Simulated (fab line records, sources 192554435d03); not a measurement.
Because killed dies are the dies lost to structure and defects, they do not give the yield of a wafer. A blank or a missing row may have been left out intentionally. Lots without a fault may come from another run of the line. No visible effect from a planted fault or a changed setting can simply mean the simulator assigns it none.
fab line records	flow n5Finfet
[record] lots = 4	wafers = 12	lastDay = 18
route steps=1938 shown SD_EPI_P@318 SD_ACTIVATION@330 ILD0@335 SDB@347 BEOL_M4@1111 PASSIVATION@1936
lots that met no fault: from a run of the same line without faults
startH: the number of hours between the record's first day and the start of the first shown wafer of the lot	waitH: time in hours since the lot's previous step	" same as the row above	L1.1+2: one row covering several wafers at once	- no value present, or no start provided	* or withheld: withheld	< > ~ a bound
route shown NAME@n: NAME is a module with steps in the file, n the number in the route of the first one	usual: mean/standard deviation taken from wafers without a fault	same: alike in all rows	chamber/n: place in a boat	sites: readings site by site	_std_site: standard deviation of those values	_edge_site: outer sites' mean less inner sites'	radiusMm: for every site, how far away it sits from the centre of the wafer	mask NAME#n: copy n	behind: the last tool/chamber to shape the wafer	hold: why the lot was held/for how many hours/how that ended	device: the n, p or np transistor that did not switch	end of line: the route-end tests of the same wafers	a step without rows: its recipe alone	killed: dies lost to structure and defects at the first sort, not the wafer's yield	map: per-die view of a wafer (x killed, . not killed, _ where there is no die)
set.NAME: setting as actually run; set.NAME@STEP: the setting as run at that earlier step	model.NAME: the simulator's own value behind a step, which no gauge read
lots seen at some steps along the route; tables by step, rows by wafer
[[steps]]
[step N5_SD_EPI_P_SRD_20]
[recipe] dry = ipaMarangoni	doPpb = 5	timeS = 30	tempC = 23	rinseLiquid = diw
[step N5_SD_EPI_P_PRECLEAN_51]
[recipe] chemistry = NF3:NH3	afsCycles = 1	tempC = 30	timeS = 20	sublimationTempC = 180	sublimationTimeS = 60	pressureTorr = 3	rfPowerW = 30
[step N5_SD_EPI_P_VAPOR_ETCH_44]
[recipe] chemistry = NF3/Ar	target = SiGe30	tempC = 25	timeS = 3.3	mode = isotropic
[step N5_SD_EPI_P_EPI_21]
[recipe] material = SiGe:B	dopant = B	tempC = 550	pressureTorr = 20	ambient = H2	timeS = 355
[step N5_SD_EPI_P_HM_STRIP_48]
[recipe] chemistry = H3PO4	tempC = 160	material = SiNx	target = SiNx	targetDepthA = 30	overetchFraction = 0.3
[step N5_SD_EPI_P_SRD_49]
[recipe] dry = ipaMarangoni	timeS = 30	tempC = 23	rinseLiquid = diw
[step N5_SD_EPI_P_PRECLEAN_24]
[recipe] chemistry = O3/DIW	timeS = 45	tempC = 22	o3Ppm = 10
[step N5_SD_EPI_P_PRECLEAN_32]
[recipe] chemistry = dHF	timeS = 10	dilution = 500:1	tempC = 25
[step N5_SD_EPI_P_PRECLEAN_33]
[recipe] chemistry = SC2	timeS = 45	tempC = 35	mix = 1:1:50
[step N5_SD_EPI_P_SRD_25]
[recipe] timeS = 30	tempC = 23	rinseLiquid = diw	dry = ipaMarangoni
[step N5_SD_ACTIVATION_RTA_00]
[recipe] tempC = 975	timeS = 0	ambient = N2	idleTempC = 600	rampUpCPerS = 150	rampDownCPerS = 60	coolToC = 600
[usual] lampPowerPct = 8.96/0.053	lamp_zone_1_pct = 8.952/0.022	lamp_zone_2_pct = 8.953/0.026	lamp_zone_3_pct = 8.951/0.026	lamp_zone_4_pct = 8.951/0.026	lamp_zone_5_pct = 8.955/0.022	lamp_zone_6_pct = 8.873/0.026	lamp_zone_7_pct = 9.352/0.025	wafer_temp_C_max = 975.1/2
[same] timeS = 0
lot.wafer	tool	chamber	startH	waitH	lampPowerPct	lamp_zone_1_pct	lamp_zone_2_pct	lamp_zone_3_pct	lamp_zone_4_pct	lamp_zone_5_pct	lamp_zone_6_pct	lamp_zone_7_pct	wafer_temp_C_max
L114.1	rtpAnneal-02	0	102.05	0.0	8.88	8.923	8.981	8.963	8.942	8.952	8.838	9.363	972.2
L114.2	"	0	"	"	9.01	8.956	8.946	8.972	8.961	8.984	8.896	9.371	976.8
L114.4	"	0	"	"	8.95	8.974	8.923	8.947	8.976	8.989	8.861	9.357	973.4
L120.2	rtpAnneal-02	0	136.99	0.1	8.97	8.979	8.957	8.949	8.973	8.956	8.856	9.301	977.3
L120.4	"	0	"	"	8.90	8.952	8.932	8.943	8.930	8.943	8.879	9.346	974.6
L120.5	"	0	"	"	9.04	9.008	8.959	8.937	8.941	8.940	8.829	9.326	973.7
L129.3	rtpAnneal-02	0	191.77	0.1	9.34	9.374	9.389	9.331	9.342	9.357	9.307	9.744	973.8
L129.4	"	0	"	"	9.34	9.323	9.362	9.347	9.326	9.337	9.293	9.762	973.0
L129.6	"	0	"	"	9.42	9.354	9.341	9.352	9.340	9.372	9.266	9.738	976.0
L130.1	rtpAnneal-02	0	197.86	0.0	9.41	9.336	9.317	9.323	9.328	9.353	9.246	9.776	972.9
L130.4	"	0	"	"	9.39	9.332	9.386	9.373	9.310	9.338	9.267	9.784	975.1
L130.6	"	0	"	"	9.31	9.356	9.353	9.395	9.347	9.342	9.237	9.787	976.6
[step N5_SD_ACTIVATION_LSA_01]
[recipe] tempC = 1080	timeS = 0.0008	ambient = N2
[step N5_ILD0_LINER_00]
[recipe] material = SiNx	targetThkA = 40	tempC = 400	aldPrecursorFamily = SiH2I2	aldCoReactant = N2/H2-plasma	pulseTimeS = 1	purgeTimeS = 2	coReactantPurgeTimeS = 2	aldCycles = 80	pressureTorr = 2
[step N5_ILD0_FCVD_FILL_01]
[recipe] material = SiO2_flowable	targetThkA = 2000	tempC = 100	pressureTorr = 0.8	rfW = 2000	timeS = 328.3
[step N5_ILD0_CURE_02]
[recipe] tempC = 450	timeS = 1800	ambient = steam	idleTempC = 400	rampUpCPerMin = 5	rampDownCPerMin = 3	densificationPH2oTorr = 640
[step N5_ILD0_CMP_03]
[recipe] stopOn = SiNx	tOverpolishS = 1.9	postCmpClean = alkalineBrush	downForcePsi = 4.1491	platenRpm = 51.796	padVelocityMS = 1.0306	targetThkNm = 197.38
[step N5_ILD0_CMP_07]
[recipe] stopOn = poly-Si	material = SiO2_flowable	tOverpolishS = 1.18	postCmpClean = alkalineBrush	downForcePsi = 4.1491	platenRpm = 51.796	padVelocityMS = 1.0306	targetThkNm = 138.88
[step N5_ILD0_PRECLEAN_10]
[recipe] chemistry = NF3:NH3	afsCycles = 5	timeS = 20	tempC = 30	sublimationTempC = 180	sublimationTimeS = 60	pressureTorr = 3	rfPowerW = 30
[step N5_ILD0_ALD_15]
[recipe] material = SiNx	targetThkA = 240	tempC = 400	aldPrecursorFamily = SiH2I2	aldCoReactant = N2/H2-plasma	pulseTimeS = 1	aldCycles = 480	purgeTimeS = 2	coReactantPurgeTimeS = 2	pressureTorr = 2
[step N5_ILD0_CMP_12]
[recipe] stopOn = poly-Si	material = SiNx	tOverpolishS = 6	postCmpClean = alkalineBrush	downForcePsi = 2.5	platenRpm = 51.8	padVelocityMS = 1.0307	targetThkNm = 17.67
[step N5_SDB_HM_DEP_00]
[recipe] material = SiNx	targetThkA = 400	tempC = 400	precursor = SiH4/NH3/N2	pressureTorr = 1.5	rfW = 300	timeS = 35.3
[step N5_SDB_COAT_03]
[recipe] resist = SOC	tempC = 250	timeS = 60	spinRpm = 1500	resistThkNm = 100
[step N5_SDB_COAT_04]
[recipe] resist = SiARC	tempC = 220	timeS = 60	spinRpm = 1500	resistThkNm = 18
[step N5_SDB_COAT_05]
[recipe] resist = CAR-ArF	spinRpm = 1500	resistThkNm = 90
[step N5_SDB_EBR_07]
[recipe] solvent = PGMEA	ebrWidthMm = 1.5
[step N5_SDB_SOFTBAKE_06]
[recipe] tempC = 110	timeS = 60	resist = CAR-ArF
[step N5_SDB_EXPOSE_08]
[recipe] maskId = SDB	na = 1.35	sourceShape = conventional	sigmaOuter = 0.5	polarization = unpolarized	doseMj = 49.6
[step N5_SDB_PEB_09]
[recipe] pebTempC = withheld	pebTimeS = 60	resist = CAR-ArF
[step N5_SDB_DEVELOP_10]
[recipe] developTimeS = 30	developer = TMAH	resist = CAR-ArF	rinseLiquid = diw	dry = airSpin	devTempC = 23
[step N5_SDB_DESCUM_16]
[recipe] chemistry = O2	timeS = 7.9	sourcePowerW = 50	biasPowerW = 20	pressureMtorr = 20	rfFrequencyHz = 2.712e+07	tempC = 40	resist = CAR-ArF	o2FlowSccm = 225
[step N5_BEOL_M4_RC_MEAS_101]
[usual] DIBL_N = 36.0/1.8	DIBL_P = 36.3/2.4	IOFF_N = 0.16/0.035	IOFF_N_85C = 3.0/0.57	IOFF_N_LIN = 0.072/0.013	IOFF_P = 0.21/0.036	IOFF_P_LIN = 0.098/0.013	ION_N = 673/13	ION_P = 461/7.2	REXT_N = 75.3/1.6	REXT_P = 100.4/2	SS_N = 71.4/0.6	SS_P = 73.2/0.7	VT_N = 250/4	VT_N_LVT = 99/4	VT_P = -250.9/2.9
lot.wafer	tool	chamber	startH	waitH	DIBL_N[mV/V]	DIBL_P[mV/V]	IOFF_N[nA/um]	IOFF_N_85C[nA/um]	IOFF_N_LIN[nA/um]	IOFF_P[nA/um]	IOFF_P_LIN[nA/um]	ION_N[uA/um]	ION_P[uA/um]	REXT_N[ohm.um]	REXT_P[ohm.um]	SS_N[mV/dec]	SS_P[mV/dec]	VT_N[mV]	VT_N_LVT[mV]	VT_P[mV]
L114.1	prober-02	0	223.45	0.0	36.5	36.5	0.18	3.3	0.078	0.22	0.101	682	465	71.6	98.1	71.7	73.0	247	97	-249.1
L114.2	"	0	"	"	34.8	34.5	0.13	2.6	0.060	0.18	0.087	667	460	72.7	99.8	70.7	73.4	255	103	-252.5
L114.4	"	0	"	"	35.1	34.5	0.14	2.7	0.063	0.18	0.087	673	459	73.1	99.8	70.9	72.8	253	103	-251.2
L120.2	prober-01	0	250.27	0.2	35.8	36.5	0.15	2.9	0.070	0.23	0.107	676	464	78.2	96.9	71.2	73.2	251	100	-247.1
L120.4	"	0	"	"	35.6	35.1	0.15	3.0	0.068	0.21	0.100	662	458	76.6	96.0	71.7	72.4	251	100	-247.1
L120.5	"	0	"	"	34.5	34.2	0.13	2.7	0.065	0.20	0.097	673	464	77.8	96.3	71.3	72.0	252	99	-248.3
L130.1	prober-01	0	318.29	0.0	49.4	41.2	0.55	8.9	0.194	0.33	0.146	748	482	64.1	97.6	74.7	74.1	230	84	-241.8
L130.4	"	0	"	"	52.3	40.2	0.77	11.6	0.192	0.30	0.134	739	474	63.1	98.0	77.4	74.8	233	84	-245.0
L130.6	"	0	"	"	49.8	40.1	0.58	9.2	0.178	0.31	0.137	734	471	64.3	97.1	75.9	74.3	232	85	-244.2
L129.3	prober-02	0	320.03	0.3	46.6	38.6	0.40	6.6	0.135	0.26	0.122	712	474	65.6	91.0	74.0	73.8	238	87	-248.2
L129.4	"	0	"	"	46.9	38.2	0.41	6.8	0.140	0.25	0.117	738	479	65.6	91.7	74.2	73.1	237	87	-247.1
L129.6	"	0	"	"	47.8	41.2	0.50	7.9	0.165	0.31	0.138	733	478	65.8	91.2	74.4	74.0	235	84	-244.1
[step N5_PASSIVATION_PROBE_49]
[usual] defectLimitedYield = 91.2/1.4	killed_at_M0_to_M3 = 35/11	killed_at_M4_up = 14/5.6	killedAtContacts = 12/5.6	killedAtFrontEnd = 38/11	killedAtOther = 4/3.4	killedDies = 103/17	killedOnRim = 13/3.5	killedOpen = 68/12	killedShort = 33/8.8	sort_bin_4_leakage = 0.00/0.007	sort_bin_5_function = 5.1/0.89	sort_bin_6_memory = 3.3/0.71	sortNPass = 1077/17	sortYieldPct = 91.2/1.4
[same] grossDies = 1180	killedAtBackSide = 0	sort_bin_8_speed[%] = 0
lot.wafer	tool	chamber	startH	waitH	defectLimitedYield[%]	killed_at_M0_to_M3	killed_at_M4_up	killedAtContacts	killedAtFrontEnd	killedAtOther	killedDies	killedOnRim	killedOpen	killedShort	sort_bin_4_leakage[%]	sort_bin_5_function[%]	sort_bin_6_memory[%]	sortNPass	sortYieldPct[%]
L114.1	prober-02	-	334.67	0.0	91.0	36	19	16	35	0	106	11	70	31	0	5.2	3.5	1074	91.0
L114.4	prober-02	-	334.82	0.2	92.1	19	16	12	40	6	93	15	61	30	0	4.8	3.0	1087	92.1
L120.2	prober-02	-	353.17	0.1	90.0	33	5	17	58	5	118	12	72	46	0	6.7	3.0	1062	90.0
L120.4	prober-02	-	353.27	0.2	90.3	41	5	21	39	8	114	15	81	29	0	6.7	2.7	1066	90.3
L120.5	prober-02	-	353.32	0.2	90.9	23	9	23	41	11	107	14	66	37	0	5.8	3.3	1073	90.9
L130.1	prober-01	-	437.35	0.0	91.3	37	19	8	36	3	103	15	70	31	75.93	4.8	3.3	181	15.3
L130.4	prober-01	-	437.50	0.2	90.6	34	20	8	45	4	111	13	82	29	90.42	5.8	3.6	2	0.2
L130.6	prober-01	-	437.60	0.3	91.0	34	21	5	40	6	106	15	75	29	80.00	6.2	2.7	130	11.0
L129.3	prober-02	-	438.65	0.1	91.1	33	16	6	48	2	105	14	87	18	8.22	5.3	3.5	978	82.9
L129.4	prober-02	-	438.70	0.2	91.9	38	16	5	36	0	95	14	59	35	12.46	3.6	4.2	938	79.5
L129.6	prober-02	-	438.80	0.3	91.4	36	14	4	47	1	102	10	74	27	44.41	5.1	3.4	554	46.9
// killed by level:class
L114.1 MOL_CONTACT_COAG:geometricParticle:open=13 BEOL_M2:geometricParticle:open=13 STI_FIN_REVEAL:geometricParticle:open=8 FIN_SAQP:geometricParticle:open=6 BEOL_M1:geometricParticle:open=6 BEOL_M4:geometricParticle:open=6 BEOL_M0_SAQP:geometricParticle:short=5 BEOL_M4:geometricParticle:short=5
L114.4 STI_FIN_REVEAL:geometricParticle:open=12 FIN_SAQP:geometricParticle:open=9 BEOL_M4:geometricParticle:open=9 MOL_CONTACT_COAG:geometricParticle:open=7 MOL_CONTACT_COAG:geometricParticle:short=5 BEOL_M3:geometricParticle:open=4 FIN_SAQP:geometricParticle:short=3 BEOL_M0_SAQP:geometricParticle:short=3
L120.2 STI_FIN_REVEAL:geometricParticle:open=17 BEOL_M0_SAQP:geometricParticle:short=15 MOL_CONTACT_COAG:geometricParticle:open=13 GATE_CUT:geometricParticle:short=8 ILD0:geometricParticle:short=6 BEOL_M0_SAQP:geometricParticle:open=6 STI_FIN_REVEAL:geometricParticle:short=5 GATE_CUT:geometricParticle:open=5
L120.4 MOL_CONTACT_COAG:geometricParticle:open=16 STI_FIN_REVEAL:geometricParticle:open=12 BEOL_M1:geometricParticle:open=12 BEOL_M2:geometricParticle:open=11 FIN_SAQP:geometricParticle:short=6 MIM_TOP:geometricParticle:open=5 GATE_CUT:geometricParticle:short=4 BEOL_M0_SAQP:geometricParticle:open=4
L120.5 MOL_CONTACT_COAG:geometricParticle:open=18 DUMMY_GATE:geometricParticle:open=9 MIM_TOP_ETCH:geometricParticle:open=6 GATE_CUT:geometricParticle:short=5 STARTING-WAFER:geometricParticle:short=5 BEOL_M2:geometricParticle:open=5 FIN_SAQP:geometricParticle:short=4 MOL_CONTACT_COAG:geometricParticle:short=4
L130.1 BEOL_M3:geometricParticle:open=17 FIN_SAQP:geometricParticle:short=9 MOL_CONTACT_COAG:geometricParticle:open=7 BEOL_M4:geometricParticle:open=6 GATE_CUT:geometricParticle:short=5 BEOL_M0:geometricParticle:open=4 DUMMY_GATE:geometricParticle:open=4 BEOL_M1:geometricParticle:open=4
L130.4 BEOL_M2:geometricParticle:open=13 STI_FIN_REVEAL:geometricParticle:open=12 FIN_SAQP:geometricParticle:open=10 FIN_SAQP:geometricParticle:short=10 MOL_CONTACT_COAG:geometricParticle:open=7 BEOL_M3:geometricParticle:open=7 BEOL_M4:geometricParticle:open=7 BEOL_M0:geometricParticle:open=5
L130.6 BEOL_M4:geometricParticle:open=14 STI_FIN_REVEAL:geometricParticle:open=13 BEOL_M2:geometricParticle:open=13 FIN_SAQP:geometricParticle:short=9 BEOL_M3:geometricParticle:open=6 GATE_CUT:geometricParticle:short=5 MOL_CONTACT_COAG:geometricParticle:open=4 BEOL_M0_SAQP:geometricParticle:short=4
L129.3 STI_FIN_REVEAL:geometricParticle:open=19 BEOL_M2:geometricParticle:open=13 FIN_SAQP:geometricParticle:open=7 BEOL_M3:geometricParticle:open=7 BEOL_M5:geometricParticle:open=7 DUMMY_GATE:geometricParticle:open=5 MOL_CONTACT_COAG:geometricParticle:open=5 BEOL_M4:geometricParticle:open=5
L129.4 BEOL_M0_SAQP:geometricParticle:open=11 FIN_SAQP:geometricParticle:short=8 BEOL_M0_SAQP:geometricParticle:short=8 BEOL_M2:geometricParticle:open=8 STI_FIN_REVEAL:geometricParticle:open=7 FIN_SAQP:geometricParticle:open=6 DUMMY_GATE:geometricParticle:open=5 BEOL_M3:geometricParticle:open=4
L129.6 STI_FIN_REVEAL:geometricParticle:open=14 BEOL_M2:geometricParticle:open=12 BEOL_M0_SAQP:geometricParticle:open=10 BEOL_M5:geometricParticle:open=8 BEOL_M0_SAQP:geometricParticle:short=7 FIN_SAQP:geometricParticle:open=5 DUMMY_GATE:geometricParticle:open=5 BEOL_M4:geometricParticle:open=5
// map L129.3 (x killed, . not)
_________________....x.......________________
______________.x................_____________
___________...x......x.....x.......__________
__________.........x................_________
________............................x._______
_______................................______
______.x...xx........x.................._____
_____....x.x....x..........x.............____
____..........x.....x..x..................___
___.....................x..................__
___................x.x..x.x................__
__.....x............x....x.................._
__.xx...x.....x....x..x...................x._
_................xxx.........x....x..x.......
_...x..x..x...........x..x..xx...x..x........
_..x.......x....x...............x....x.......
_....x....xx...x..xx..x..........x.x........x
_.........................x..................
_..............x.........x.....x....x........
_............................................
_........x...x.............x.................
__...........x..x...x..............x........_
__........x.x...............x...........x..._
___...................xx...................__
___.......................x..........xx...x__
____x.............x.......................___
_____....x..............xx......x.......x____
______...............x.............x...._____
_______......x..x..............x.......______
________.x..............x..........x.._______
__________..............x.........x._________
___________.......x................__________
______________.................._____________
_________________......x.x...________________
// map L130.4 (x killed, . not)
_________________.......x....________________
______________............x....._____________
___________.....xx...........x.....__________
__________.....x.x.....x.x.........x_________
________............x.............x..._______
_______........xx.............x........______
______.......x..................x....x.._____
_____.......................x............____
____x...xx...........x...x........x.......___
___..x.x........................x..........__
___........x......x.......x................__
__.....x......x..........x...............x.._
__.x...x..........xx.x......x.x..x.........._
_........x...x.........x.........x...........
_...x......x......x...x........x............x
_x..x....x..x.....x.....x.x...x...x..........
_..............x.x..x...............xx.......
_..............xx.....x..............x...x...
_...........................................x
_.........x...........x.....................x
_.............x...................x..........
__.....x.....................x.............._
__..............................x....x...x.._
___.....x.........x......x..x..........x...__
___..x..x...x..............................__
____..............................x...x...___
_____........x........................x..____
______.x.....x......................x..._____
_______....x............x.....x........______
________.............x...x............_______
__________....xx...................._________
___________.............x..........__________
______________.x................_____________
_________________...x.x.xx...________________
[[key]]
[firstSign] step = N5_SD_ACTIVATION_RTA_00	reading = lamp_zone_1_pct	direction = up	sigmas = 18	usual = *	struck = *
[effect] step = N5_SD_ACTIVATION_RTA_00	reading = lamp_zone_5_pct	direction = up	sigmas = 18	usual = *	struck = *
[effect] step = N5_BEOL_M4_RC_MEAS_101	reading = IOFF_N	direction = up	sigmas = 11	usual = 0.16	struck = 0.54
[effect] step = N5_BEOL_M4_RC_MEAS_101	reading = IOFF_N_85C	direction = up	sigmas = 9.6	usual = 3.0	struck = 8.5
[effect] step = N5_BEOL_M4_RC_MEAS_101	reading = DIBL_N	direction = up	sigmas = 7.2	usual = 36.0	struck = 48.8
[effect] step = N5_BEOL_M4_RC_MEAS_101	reading = IOFF_N_LIN	direction = up	sigmas = 7.1	usual = 0.072	struck = 0.167
[effect] step = N5_BEOL_M4_RC_MEAS_101	reading = REXT_N	direction = down	sigmas = 6.5	usual = 75.3	struck = 64.7
[effect] step = N5_BEOL_M4_RC_MEAS_101	reading = SS_N	direction = up	sigmas = 6.2	usual = 71.4	struck = 75.1
[effect] step = N5_BEOL_M4_RC_MEAS_101	reading = ION_N	direction = up	sigmas = 4.7	usual = 673	struck = 734
[effect] step = N5_BEOL_M4_RC_MEAS_101	reading = VT_N	direction = down	sigmas = 4.1	usual = 250	struck = 234
[effect] step = N5_BEOL_M4_RC_MEAS_101	reading = VT_N_LVT	direction = down	sigmas = 3.5	usual = 99	struck = 85
[effect] step = N5_BEOL_M4_RC_MEAS_101	reading = REXT_P	direction = down	sigmas = 3	usual = 100.4	struck = 94.4
[effect] step = N5_BEOL_M4_RC_MEAS_101	reading = IOFF_P_LIN	direction = up	sigmas = 2.8	usual = 0.098	struck = 0.132
[effect] step = N5_BEOL_M4_RC_MEAS_101	reading = IOFF_P	direction = up	sigmas = 2.5	usual = 0.21	struck = 0.30	wafersMoved = 5
[effect] step = N5_PASSIVATION_PROBE_49	reading = sort_bin_4_leakage	direction = up	sigmas = 99+	usual = 0.00	struck = 51.91
metAt N5_SD_ACTIVATION_RTA_00
struckWafers L129.3,L129.4,L129.6,L130.1,L130.4,L130.6
onsetBetween 136.99 191.77
[fault] kind = processParameterDrift	tool = rtpAnneal-02	chamber = -	onsetH = 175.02	steps = N5_SD_ACTIVATION_RTA_00	channel = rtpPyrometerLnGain	offset = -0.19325	shape = step	endH = 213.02
